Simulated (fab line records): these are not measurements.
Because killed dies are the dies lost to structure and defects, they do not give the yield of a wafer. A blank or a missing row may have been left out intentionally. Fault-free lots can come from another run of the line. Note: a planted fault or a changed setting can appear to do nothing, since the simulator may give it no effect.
Chamber matching ; flow n5_finfet ; 3 sister chambers for N5_BEOL_M12_ILD_DEP_00 on pecvd-02
The step deposits SiOC from DEMS/O2, target thk 658.92 nm, time 130.7 s. 6 wafers are shown with their chamber, then 7 later ones without.

WAFERS PAIRED WITH THEIR CHAMBERS
wafer;chamber;throttle_valve_pct (%);heater_power_w (W)
L076.4;0;11.8;725
L088.3;0;11.8;712
L092.1;2;11.8;461
L092.4;1;13.1;414
L091.1;1;13.0;354
L091.3;2;11.7;420

WAFERS MISSING THEIR CHAMBER
wafer;throttle_valve_pct (%);heater_power_w (W)
L091.6;12.7;387
L095.1;12.0;428
L095.2;12.7;376
L095.4;12.6;401
L096.4;13.0;339
L096.5;11.8;444
L096.6;11.8;643

THE CHAMBER EACH PASSED THROUGH
wafer;from the rows above;in truth
L091.6;1;1
L095.1;2;2
L095.2;1;1
L095.4;1;1
L096.4;1;1
L096.5;2;2
L096.6;0;0
7 of 7 placed correctly. Left unplaced by these rows: 0. Placed wrongly: 0.
How it was worked out, from the rows above alone: a wafer's distance from a chamber is the root of the sum, over the readings, of the square of ((its reading less the chamber's mean) divided by the reading's scatter). The wafer belongs to the nearest chamber; if the next one is less than 2 further off, it can't be placed. A chamber's mean is the mean of its shown wafers. How the scatter is found: for the shown wafers, subtract from each reading the mean of its chamber, square and add these, divide the total by (wafers less chambers), then take the root.
